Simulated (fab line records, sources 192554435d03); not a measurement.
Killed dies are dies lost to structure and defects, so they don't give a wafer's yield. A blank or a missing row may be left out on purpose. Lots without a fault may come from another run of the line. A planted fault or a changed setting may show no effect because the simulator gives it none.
fab line records | flow n5_finfet
record lots=6 wafers=18 last_day=17
route steps=1938 shown SDB@356 BEOL_M4@1111 PASSIVATION@1936
lots that met no fault: from a run of the same line without faults
start_h: hours from the record's first day to the start of the lot's first wafer shown | wait_h: hours since the lot's step before | " the same as in the row above | L1.1+2: a row that stands for several wafers | - no value, or no start given | * or withheld: withheld | < > ~ a bound
route shown NAME@n: a module of which the file shows steps, and the number in the route of the first | usual: mean/standard deviation of fault-free wafers | same: alike in all rows | chamber/n: place in a boat | sites: the reading at each site | _std_site: their standard deviation | _edge_site: outer sites' mean less inner sites' | radius_mm: how far each site lies from the wafer's centre | mask NAME#n: copy n | behind: the tool/chamber that last shaped the wafer | hold: why the lot was held/for how many hours/how that ended | device: the transistor (n, p or np) that didn't switch | end of line: the same wafers' tests at the end of the route | a step without rows: its recipe alone | killed: dies lost to structure and defects at the first sort, not the wafer's yield | map: a wafer's dies, x killed, . not, _ none there
set.NAME: the setting as run; set.NAME@STEP: as run at that earlier step | model.NAME: the simulator's own value behind a step, which no gauge read
lots at some steps of the route; a table a step, a row a wafer
services: from which hour (start_h, from the record's first day; less than 0 if before it) a tool's chamber was out of use, for how many hours, and why
## steps
# step N5_SDB_CD_MEAS_11
# recipe target_cd_nm=50 landing_energy_ev=500 detector=se_inlens polarity=opening
# usual cd_nm=50.3/1.1
# columns lot.wafer tool chamber start_h wait_h cd_nm
L730.1 cd_sem-02 0 65.13 - 50.5
L730.5 " 0 " " 51.2
L730.6 " 0 " " 50.3
L736.1 cd_sem-03 0 102.83 - 50.6
L736.3 " 0 " " 49.3
L736.6 " 0 " " 50.0
L737.4 cd_sem-03 0 112.64 - 51.1
L737.5 " 0 " " 51.5
L737.6 " 0 " " 52.0
L742.2 cd_sem-03 0 140.46 - 49.9
L742.5 " 0 " " 51.1
L742.6 " 0 " " 49.8
L747.1 cd_sem-03 0 167.73 - 49.4
L747.3 " 0 " " 50.6
L747.6 " 0 " " 49.0
L751.1 cd_sem-02 0 192.94 - 49.2
L751.4 " 0 " " 49.0
L751.6 " 0 " " 48.8
# step N5_SDB_OVL_MEAS_12
# recipe points_per_wafer=44
# usual SDB_OVL=0.3/0.8
# columns lot.wafer tool chamber start_h wait_h SDB_OVL[nm]
L730.1 overlay-01 0 65.16 0.0 0.0
L730.5 " 0 " " 0.9
L730.6 " 0 " " 0.8
L736.1 overlay-01 0 102.86 0.0 -0.3
L736.3 " 0 " " -1.0
L736.6 " 0 " " -0.2
L737.4 overlay-01 0 112.66 0.0 0.2
L737.5 " 0 " " 0.6
L737.6 " 0 " " -0.4
L742.2 overlay-02 0 140.49 0.0 0.7
L742.5 " 0 " " 1.4
L742.6 " 0 " " -0.7
L747.1 overlay-02 0 167.76 0.0 1.0
L747.3 " 0 " " 0.6
L747.6 " 0 " " 0.7
L751.1 overlay-01 0 192.97 0.0 2.0
L751.4 " 0 " " 1.2
L751.6 " 0 " " 0.9
# step N5_SDB_INSPECT_13
# recipe mode=adi inspect_instrument=brightfield
# usual raw_defect_count=76/27
# columns lot.wafer tool chamber start_h wait_h raw_defect_count
L730.1 defect_inspect-02 - 65.18 0.0 81
L730.5 " - " " 119
L730.6 " - " " 93
L736.1 defect_inspect-02 - 102.89 0.0 42
L736.3 " - " " 46
L736.6 " - " " 37
L737.4 defect_inspect-01 - 112.69 0.0 124
L737.5 " - " " 68
L737.6 " - " " 58
L742.2 defect_inspect-02 - 140.51 0.0 85
L742.5 " - " " 66
L742.6 " - " " 74
L747.1 defect_inspect-02 - 167.79 0.0 45
L747.3 " - " " 101
L747.6 " - " " 72
L751.1 defect_inspect-02 - 192.99 0.0 76
L751.4 " - " " 60
L751.6 " - " " 45
# step N5_SDB_DESCUM_16
# recipe chemistry=O2 time_s=7.9 source_power_w=50 bias_power_w=20 pressure_mtorr=20 rf_frequency_hz=2.712e+07 temp_c=40 resist=CAR-ArF o2_flow_sccm=225
# usual drypump_motor_current_A=5.7/0.64 oes_product_au=0.84/0.1 rf_vpp_V=242.6/1.3 showerhead_plenum_p_Torr=2.06/0.069 throttle_valve_pct=20.43/0.21
# columns lot.wafer tool chamber start_h wait_h drypump_motor_current_A oes_product_au rf_hours_counter_h rf_vpp_V showerhead_plenum_p_Torr throttle_valve_pct
L730.1 rie_diel-04 2 65.21 0.0 5.8 0.72 183 242.1 2.06 20.47
L730.5 " 3 " " 5.6 0.93 - 243.7 2.08 20.68
L730.6 " 2 " " 5.8 0.72 - 241.5 2.06 20.46
L736.1 rie_diel-03 0 103.17 0.3 5.0 0.96 10 244.0 2.16 20.61
L736.3 " 2 " " 4.8 1.01 1 244.6 2.07 20.06
L736.6 " 2 " " 4.8 0.99 - 243.4 2.07 20.07
L737.4 rie_diel-04 3 113.17 0.5 5.7 0.90 40 242.7 2.07 20.69
L737.5 " 1 " " 6.1 0.90 - 243.3 2.06 20.32
L737.6 " 2 " " 5.8 0.70 - 242.0 2.06 20.49
L742.2 rie_diel-03 2 140.55 0.0 4.8 0.94 17 243.3 2.07 20.11
L742.5 " 0 " " 5.0 0.91 - 243.8 2.15 20.64
L742.6 " 3 " " 6.5 0.96 - 245.4 2.23 20.06
L747.1 rie_diel-03 3 167.82 0.0 6.5 0.94 17 243.9 2.22 20.06
L747.3 " 0 " " 5.0 0.90 34 244.8 2.15 20.66
L747.6 " 1 " " 6.6 0.70 - 240.2 1.97 20.60
L751.1 rie_diel-04 0 193.06 0.1 5.5 0.75 143 243.1 2.00 20.39
L751.4 " 3 " " 5.6 0.86 69 242.3 2.06 20.76
L751.6 " 2 " " 5.9 0.68 - 242.4 2.05 20.54
# step N5_SDB_ETCH_17
# recipe chemistry=CF4 target=SiARC target_depth_a=234 mask_material=CAR-ArF time_s=39 ion_energy_ev=80 pressure_mtorr=40 source_w=545 bias_w=36 Ar_flow_sccm=100 cf4_flow_sccm=100 ends=cleared
# usual drypump_motor_current_A=5.7/0.64 etch_rf_on_time_s=38.7/0.84 oes_product_au=0.71/0.086 rf_vpp_V=183.7/1.1 showerhead_plenum_p_Torr=2.11/0.063 throttle_valve_pct=15.60/0.25
# columns lot.wafer tool chamber start_h wait_h drypump_motor_current_A etch_rf_on_time_s oes_product_au rf_hours_counter_h rf_vpp_V showerhead_plenum_p_Torr throttle_valve_pct
L730.1 rie_diel-04 2 65.25 0.0 5.8 38.8 0.62 183 184.4 2.14 15.83
L730.5 " 3 " " 5.7 38.3 0.78 - 185.1 2.11 15.70
L730.6 " 2 " " 5.8 38.6 0.63 - 185.3 2.14 15.82
L736.1 rie_diel-03 0 103.21 0.0 5.0 38.9 0.80 10 185.0 2.19 15.65
L736.3 " 2 " " 4.8 38.0 0.86 1 182.7 2.10 15.11
L736.6 " 2 " " 4.8 37.7 0.86 - 183.9 2.10 15.10
L737.4 rie_diel-04 3 113.20 0.0 5.7 37.7 0.77 40 182.3 2.11 15.71
L737.5 " 1 " " 6.1 36.6 0.78 - 183.5 2.10 15.34
L737.6 " 2 " " 5.8 37.9 0.62 - 184.7 2.13 15.86
L742.2 rie_diel-03 2 140.58 0.0 4.8 38.4 0.80 17 183.5 2.10 15.13
L742.5 " 0 " " 5.0 39.1 0.78 - 186.3 2.19 15.68
L742.6 " 3 " " 6.5 38.2 0.81 - 184.7 2.28 15.24
L747.1 rie_diel-03 3 167.86 0.0 6.5 38.1 0.79 17 184.9 2.27 15.29
L747.3 " 0 " " 5.0 39.5 0.75 34 184.5 2.19 15.69
L747.6 " 1 " " 6.6 39.0 0.59 - 183.2 2.04 15.89
L751.1 rie_diel-04 0 193.10 0.0 5.5 39.4 0.64 143 183.6 2.06 15.63
L751.4 " 3 " " 5.6 37.6 0.73 69 183.6 2.10 15.77
L751.6 " 2 " " 5.8 38.7 0.59 - 183.5 2.12 15.94
# step N5_SDB_ETCH_18
# recipe chemistry=N2/H2 target=SOC target_depth_a=1000 overetch_a=200 mask_material=SiARC temp_c=40 time_s=150 ion_energy_ev=200 pressure_mtorr=30 source_w=840 bias_w=150 n2_flow_sccm=200 h2_flow_sccm=200
# usual drypump_motor_current_A=5.7/0.64 oes_product_au=0.74/0.084 rf_vpp_V=522.7/2.3 showerhead_plenum_p_Torr=2.50/0.073 throttle_valve_pct=17.85/0.26
# columns lot.wafer tool chamber start_h wait_h drypump_motor_current_A oes_product_au rf_hours_counter_h rf_vpp_V showerhead_plenum_p_Torr throttle_valve_pct
L730.1 rie_diel-04 2 65.28 0.0 5.8 0.65 183 524.4 2.53 18.03
L730.5 " 3 " " 5.6 0.82 - 523.4 2.48 17.84
L730.6 " 2 " " 5.9 0.65 - 523.4 2.53 18.02
L736.1 rie_diel-03 0 103.24 0.0 5.0 0.85 10 525.0 2.60 17.85
L736.3 " 2 " " 4.8 0.88 1 522.7 2.52 17.51
L736.6 " 2 " " 4.8 0.88 - 522.2 2.52 17.50
L737.4 rie_diel-04 3 113.24 0.0 5.7 0.79 40 521.8 2.47 17.87
L737.5 " 1 " " 6.1 0.79 - 521.4 2.49 17.55
L737.6 " 2 " " 5.8 0.64 - 524.0 2.52 18.04
L742.2 rie_diel-03 2 140.62 0.0 4.8 0.83 17 523.5 2.51 17.52
L742.5 " 0 " " 5.0 0.81 - 525.0 2.59 17.88
L742.6 " 3 " " 6.5 0.84 - 528.6 2.70 17.41
L747.1 rie_diel-03 3 167.89 0.0 6.5 0.81 17 528.2 2.69 17.41
L747.3 " 0 " " 5.0 0.79 34 524.8 2.59 17.87
L747.6 " 1 " " 6.6 0.61 - 520.5 2.42 18.27
L751.1 rie_diel-04 0 193.13 0.0 5.5 0.67 143 522.3 2.44 17.86
L751.4 " 3 " " 5.7 0.75 69 522.2 2.46 17.94
L751.6 " 2 " " 5.9 0.62 - 524.0 2.51 18.12
# step N5_SDB_STRIP_19
# recipe chemistry=N2/H2 temp_c=40 n2_flow_sccm=200 h2_flow_sccm=200 rf_frequency_hz=6e+07
# step N5_SDB_STRIP_21
# recipe chemistry=CF4 resist=SiARC power_w=300 bias_power_w=75 pressure_mtorr=50 cf4_flow_sccm=150 rf_frequency_hz=6e+07
# usual drypump_motor_current_A=5.7/0.64 oes_product_au=0.82/0.094 rf_vpp_V=270.5/1.4 showerhead_plenum_p_Torr=1.77/0.049 throttle_valve_pct=13.56/0.25
# columns lot.wafer tool chamber start_h wait_h drypump_motor_current_A oes_product_au rf_hours_counter_h rf_vpp_V showerhead_plenum_p_Torr throttle_valve_pct
L730.1 rie_diel-04 2 65.42 0.0 5.8 0.71 183 271.5 1.79 13.80
L730.5 " 3 " " 5.7 0.90 - 269.6 1.77 13.61
L730.6 " 2 " " 5.8 0.71 - 270.3 1.79 13.79
L736.1 rie_diel-03 0 103.38 0.0 5.0 0.93 11 272.5 1.83 13.55
L736.3 " 2 " " 4.8 0.98 1 272.2 1.77 13.10
L736.6 " 2 " " 4.8 0.98 - 272.5 1.77 13.11
L737.4 rie_diel-04 3 113.38 0.0 5.6 0.87 40 270.2 1.77 13.64
L737.5 " 1 " " 6.2 0.87 - 270.9 1.77 13.33
L737.6 " 2 " " 5.8 0.70 - 271.0 1.79 13.84
L742.2 rie_diel-03 2 140.75 0.0 4.8 0.91 17 271.4 1.77 13.14
L742.5 " 0 " " 5.0 0.90 - 271.9 1.83 13.57
L742.6 " 3 " " 6.5 0.92 - 273.2 1.89 13.17
L747.1 rie_diel-03 3 168.03 0.0 6.5 0.89 17 273.0 1.89 13.18
L747.3 " 0 " " 5.0 0.88 34 271.6 1.83 13.59
L747.6 " 1 " " 6.5 0.68 - 270.0 1.70 13.85
L751.1 rie_diel-04 0 193.27 0.0 5.5 0.74 144 271.2 1.74 13.65
L751.4 " 3 " " 5.7 0.83 69 270.4 1.76 13.70
L751.6 " 2 " " 5.9 0.69 - 271.2 1.78 13.90
# step N5_SDB_HM_OPEN_20
# recipe chemistry=CH3F/O2 target=SiNx mask_material=SOC target_depth_a=240 stop_on=poly-Si over_etch_frac=0.4 ion_energy_ev=120 pressure_mtorr=30 source_w=395 bias_w=73 Ar_flow_sccm=150 CH3F_flow_sccm=30 O2_flow_sccm=20
# step N5_SDB_STRIP_22
# recipe chemistry=N2/H2 power_w=1000 temp_c=250 h2_frac=0.65 overash_fraction=0.3 pressure_mtorr=withheld n2_flow_sccm=1750 h2_flow_sccm=3250
# step N5_SDB_PRECLEAN_23
# recipe chemistry=dHF time_s=30 temp_c=25 dilution=withheld
# step N5_SDB_DUMMY_REMOVE_24
# recipe chemistry=TMAH temp_c=70 target=poly-Si stop_on=SiO2 target_depth_nm=142 conc_wt_pct=5 time_s=57 dry=ipa_marangoni rinse_time_s=30 rinse_temp_c=23
# step N5_SDB_ETCH_25
# recipe chemistry=C4F6/O2 target=SiO2 target_depth_a=100 time_s=3.3 ion_energy_ev=250 mask_material=SiNx pressure_mtorr=30 source_w=345 bias_w=185 Ar_flow_sccm=300 C4F6_flow_sccm=10 O2_flow_sccm=10
# usual drypump_motor_current_A=5.7/0.66 oes_product_au=0.82/0.1 rf_vpp_V=662/13 showerhead_plenum_p_Torr=2.80/0.085 throttle_valve_pct=21.20/0.26
# columns lot.wafer tool chamber start_h wait_h drypump_motor_current_A oes_product_au rf_hours_counter_h rf_vpp_V showerhead_plenum_p_Torr throttle_valve_pct model.etch.depth_nm
L730.1 rie_diel-03 1 65.77 0.0 6.5 0.71 184 643 2.73 21.44 10.01
L730.5 " 3 " " 6.5 0.69 - 675 2.72 21.36 9.721
L730.6 " 1 " " 6.5 0.71 - 642 2.73 21.44 9.977
L736.1 rie_diel-04 1 104.26 0.6 6.2 0.91 27 652 2.77 20.85 10.32
L736.3 " 3 " " 5.6 0.91 36 658 2.81 21.41 10.3
L736.6 " 2 " " 5.8 0.71 - 651 2.84 21.39 9.981
L737.4 rie_diel-04 1 113.70 0.0 6.2 0.90 31 651 2.77 20.84 10.31
L737.5 " 0 " " 5.5 0.67 - 659 2.74 21.02 8.064
L737.6 " 1 " " 6.1 0.90 - 651 2.77 20.88 10.33
L742.2 rie_diel-04 0 141.65 0.6 5.5 0.67 131 661 2.73 21.03 8.004
L742.5 " 2 " " 5.8 0.61 - 648 2.83 21.33 7.888
L742.6 " 1 " " 6.1 0.88 - 650 2.77 20.86 10.25
L747.1 rie_diel-03 3 169.04 0.7 6.5 0.93 17 685 3.04 21.01 10.38
L747.3 " 0 " " 5.0 0.88 35 659 2.91 21.38 9.888
L747.6 " 1 " " 6.6 0.68 - 640 2.72 21.49 9.971
L751.1 rie_diel-06 2 193.82 0.0 5.4 0.69 229 652 2.71 21.43 9.604
L751.4 " 1 " " 4.8 0.82 99 673 2.75 21.21 10.11
L751.6 " 2 " " 5.4 0.70 - 650 2.71 21.42 9.687
# step N5_SDB_CUT_ETCH_26
# recipe chemistry=HBr/Cl2/O2 target=Si target_depth_a=1296 bt_time_s=20 mask_material=SiNx time_s=51.8 ion_energy_ev=* bias_w=* pressure_mtorr=10 icp_w=800 HBr_flow_sccm=150 Cl2_flow_sccm=80 O2_flow_sccm=12
# usual drypump_motor_current_A=5.8/0.32 oes_product_au=1.000/0.016 throttle_valve_pct=37.2/0.46
# columns lot.wafer tool chamber start_h wait_h drypump_motor_current_A oes_product_au rf_hours_counter_h throttle_valve_pct
L730.1 rie_si-03 0 65.85 0.1 6.0 1.032 27 37.5
L730.5 " 3 " " 6.1 0.983 - 37.1
L730.6 " 0 " " 6.0 1.027 - 37.5
L736.1 rie_si-02 1 104.35 0.1 5.8 0.972 77 36.8
L736.3 " 3 " " 5.7 1.015 3 36.7
L736.6 " 3 " " 5.6 1.005 - 36.7
L737.4 rie_si-02 2 113.78 0.1 5.2 0.999 7 37.4
L737.5 " 0 " " 5.7 0.995 - 37.9
L737.6 " 1 " " 5.8 0.973 - 36.8
L742.2 rie_si-02 1 141.74 0.1 5.8 0.975 77 36.8
L742.5 " 2 " " 5.2 1.003 - 37.4
L742.6 " 3 " " 5.7 1.004 - 36.7
L747.1 rie_si-02 1 169.12 0.1 5.8 0.976 78 36.8
L747.3 " 3 " " 5.6 1.011 5 36.7
L747.6 " 2 " " 5.2 0.992 - 37.4
L751.1 rie_si-04 1 193.90 0.1 5.9 0.965 67 37.2
L751.4 " 2 " " 6.0 0.999 27 37.7
L751.6 " 3 " " 6.0 1.008 - 37.2
# step N5_BEOL_M4_RC_MEAS_101
# usual DIBL_N=36.0/1.6 DIBL_P=36.1/2 IOFF_N=0.160/0.029 IOFF_P=0.21/0.039 ION_N=675/13 ION_P=464/8.8 SS_N=71.5/0.58 SS_P=73.3/0.65 VT_N=250/3.3 VT_P=-249/3.6
# columns lot.wafer tool chamber start_h wait_h DIBL_N[mV/V] DIBL_P[mV/V] IOFF_N[nA/um] IOFF_P[nA/um] ION_N[uA/um] ION_P[uA/um] SS_N[mV/dec] SS_P[mV/dec] VT_N[mV] VT_P[mV]
L730.1 prober-02 0 163.92 0.0 34.0 31.5 0.107 0.14 654 448 70.2 73.1 254 -256
L730.5 " 0 " " 35.0 32.7 0.117 0.15 656 445 71.0 72.7 256 -255
L730.6 " 0 " " 35.7 34.8 0.131 0.19 658 460 71.1 73.1 251 -252
L736.1 prober-01 0 204.34 0.0 35.6 35.6 0.160 0.19 655 449 71.4 73.5 252 -252
L736.3 " 0 " " 35.5 37.7 0.152 0.21 669 455 71.2 74.0 254 -251
L736.6 " 0 " " 37.6 38.3 0.188 0.23 671 457 71.9 74.1 249 -249
L737.4 prober-02 0 209.53 0.5 35.7 34.8 0.139 0.21 668 468 70.9 73.4 249 -247
L737.5 " 0 " " 38.5 38.5 0.197 0.28 674 467 72.1 74.0 248 -245
L737.6 " 0 " " 37.4 36.2 0.165 0.24 668 463 71.9 73.6 249 -244
L742.2 prober-02 0 238.21 0.2 36.3 34.7 0.160 0.19 676 458 70.9 73.1 249 -252
L742.5 " 0 " " 37.9 36.9 0.190 0.22 684 467 71.4 73.5 246 -250
L742.6 " 0 " " 35.0 33.2 0.136 0.18 682 465 70.9 72.7 253 -253
L747.1 prober-01 0 268.08 0.0 35.8 36.9 0.169 0.20 693 470 71.8 73.4 248 -249
L747.3 " 0 " " 36.0 37.0 0.182 0.21 694 475 71.1 73.8 245 -248
L747.6 " 0 " " 36.5 38.0 0.188 0.21 694 474 71.4 73.8 247 -248
L751.1 prober-02 0 294.45 0.0 34.6 35.7 0.152 0.22 666 456 71.4 73.7 250 -247
L751.4 " 0 " " 31.8 33.1 0.106 0.18 655 457 70.4 72.1 255 -252
L751.6 " 0 " " 30.4 31.7 0.092 0.16 650 453 70.9 72.3 259 -254
# step N5_PASSIVATION_PROBE_49
# usual defect_limited_yield=91.0/1.3 killed_at_M0_to_M3=36/9.5 killed_at_M4_up=14/5.6 killed_at_contacts=12/6.4 killed_at_front_end=40/10 killed_at_other=3.2/3 killed_dies=107/15 killed_open=69/12 killed_short=35/7.7 sort_bin_5_function=5.3/0.91 sort_bin_6_memory=3.3/0.65 sort_bin_8_speed=0.00/0.012 sort_n_pass=1073/15 sort_yield_pct=91.0/1.3
# same gross_dies=1180 killed_at_back_side=0 sort_bin_4_leakage[%]=0
# columns lot.wafer tool chamber start_h wait_h defect_limited_yield[%] killed_at_M0_to_M3 killed_at_M4_up killed_at_contacts killed_at_front_end killed_at_other killed_dies killed_open killed_short sort_bin_5_function[%] sort_bin_6_memory[%] sort_bin_8_speed[%] sort_n_pass sort_yield_pct[%]
L730.1 prober-02 - 270.11 0.0 91.5 29 10 4 52 5 100 71 29 5.4 2.8 0 1080 91.5
L730.5 prober-02 - 270.31 0.2 92.5 24 16 11 28 10 89 59 30 4.3 3.0 0 1091 92.5
L730.6 prober-02 - 270.36 0.3 93.9 28 9 11 24 0 72 52 19 3.3 2.4 0 1108 93.9
L751.1 prober-01 - 403.33 0.0 93.5 24 13 13 27 0 77 57 20 3.6 2.6 0 1103 93.5
L751.4 prober-01 - 403.48 0.2 91.3 40 13 22 25 3 103 76 23 5.2 3.4 0 1077 91.3
L751.6 prober-01 - 403.58 0.3 92.9 26 15 16 27 0 84 55 27 4.5 2.4 0 1096 92.9
# killed by level:class
L730.1 STI_FIN_REVEAL:geometric_particle:open=24 FIN_SAQP:geometric_particle:open=10 BEOL_M2:geometric_particle:open=10 BEOL_M0_SAQP:geometric_particle:short=7 BEOL_M4:geometric_particle:open=7 STI_FIN_REVEAL:geometric_particle:short=5 BEOL_M0_SAQP:geometric_particle:open=5 STARTING-WAFER:geometric_particle:short=3
L730.5 MOL_CONTACT_COAG:geometric_particle:open=9 BEOL_M1:geometric_particle:open=8 FIN_SAQP:geometric_particle:short=6 BEOL_M4:geometric_particle:open=6 FIN_SAQP:geometric_particle:open=5 BEOL_M3:geometric_particle:open=5 BEOL_M4:geometric_particle:short=5 BEOL_M0_SAQP:geometric_particle:short=3
L730.6 BEOL_M2:geometric_particle:open=12 MOL_CONTACT_COAG:geometric_particle:open=8 FIN_SAQP:geometric_particle:open=6 BEOL_M4:geometric_particle:open=6 STI_FIN_REVEAL:geometric_particle:open=4 DUMMY_GATE:geometric_particle:open=4 STI_FIN_REVEAL:geometric_particle:short=3 MOL_CONTACT_COAG:geometric_particle:short=3
L751.1 MOL_CONTACT_COAG:geometric_particle:open=11 FIN_SAQP:geometric_particle:short=7 BEOL_M4:geometric_particle:open=7 BEOL_M3:geometric_particle:open=6 BEOL_M2:geometric_particle:open=6 BEOL_M0_SAQP:geometric_particle:open=5 FIN_SAQP:geometric_particle:open=4 GATE_CUT:geometric_particle:short=4
L751.4 MOL_CONTACT_COAG:geometric_particle:open=17 FIN_SAQP:geometric_particle:open=10 BEOL_M0_SAQP:geometric_particle:open=9 BEOL_M1:geometric_particle:open=7 STI_FIN_REVEAL:geometric_particle:open=6 BEOL_M2:geometric_particle:open=6 MOL_CONTACT_COAG:geometric_particle:short=5 BEOL_M3:geometric_particle:open=5
L751.6 MOL_CONTACT_COAG:geometric_particle:open=11 BEOL_M2:geometric_particle:open=10 GATE_CUT:geometric_particle:short=5 MOL_CONTACT_COAG:geometric_particle:short=5 BEOL_M4:geometric_particle:open=5 FIN_SAQP:geometric_particle:open=4 GATE_CUT:geometric_particle:open=4 BEOL_M0_SAQP:geometric_particle:short=4
## services
# columns tool chamber start_h hours kind
rie_diel-03 0 54.03 - clean
rie_diel-03 0 54.03 - consumable_replace:focus_ring
rie_diel-03 0 54.03 24.2 scheduled_down
rie_diel-03 0 54.03 24.2 vent_cycle
rie_diel-03 2 78.36 - clean
rie_diel-03 2 78.36 - consumable_replace:focus_ring
rie_diel-03 2 78.36 23.1 scheduled_down
rie_diel-03 2 78.36 23.1 vent_cycle
rie_si-03 - 81.65 0.4 repair
rie_diel-06 3 81.71 6.0 repair
rie_diel-03 - 97.60 2.8 pm
rie_diel-03 3 101.64 - clean
rie_diel-03 3 101.64 - consumable_replace:focus_ring
rie_diel-03 3 101.64 - consumable_replace:showerhead
rie_diel-03 3 101.64 20.1 scheduled_down
rie_diel-03 3 101.64 20.1 vent_cycle
rie_diel-04 1 120.81 9.9 repair
rie_diel-06 3 135.20 - clean
rie_diel-06 3 135.20 - consumable_replace:focus_ring
rie_diel-06 3 135.20 16.4 scheduled_down
rie_diel-06 3 135.20 16.4 vent_cycle
rie_diel-04 0 148.13 8.1 repair
rie_si-02 0 192.45 6.1 repair
## key
first_sign none at tools or gauges
model_effect step=N5_SDB_ETCH_25 value=etch.depth_nm without=9.913 struck=7.986
met_at N5_SDB_ETCH_25
struck_wafers L737.5,L742.2,L742.5
onset_between 104.26 113.70
fault kind=process_parameter_drift tool=rie_diel-04 chamber=- onset_h=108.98 steps=N5_SDB_ETCH_25 channel=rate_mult offset=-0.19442 shape=step end_h=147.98 scope=struck_wafers_only
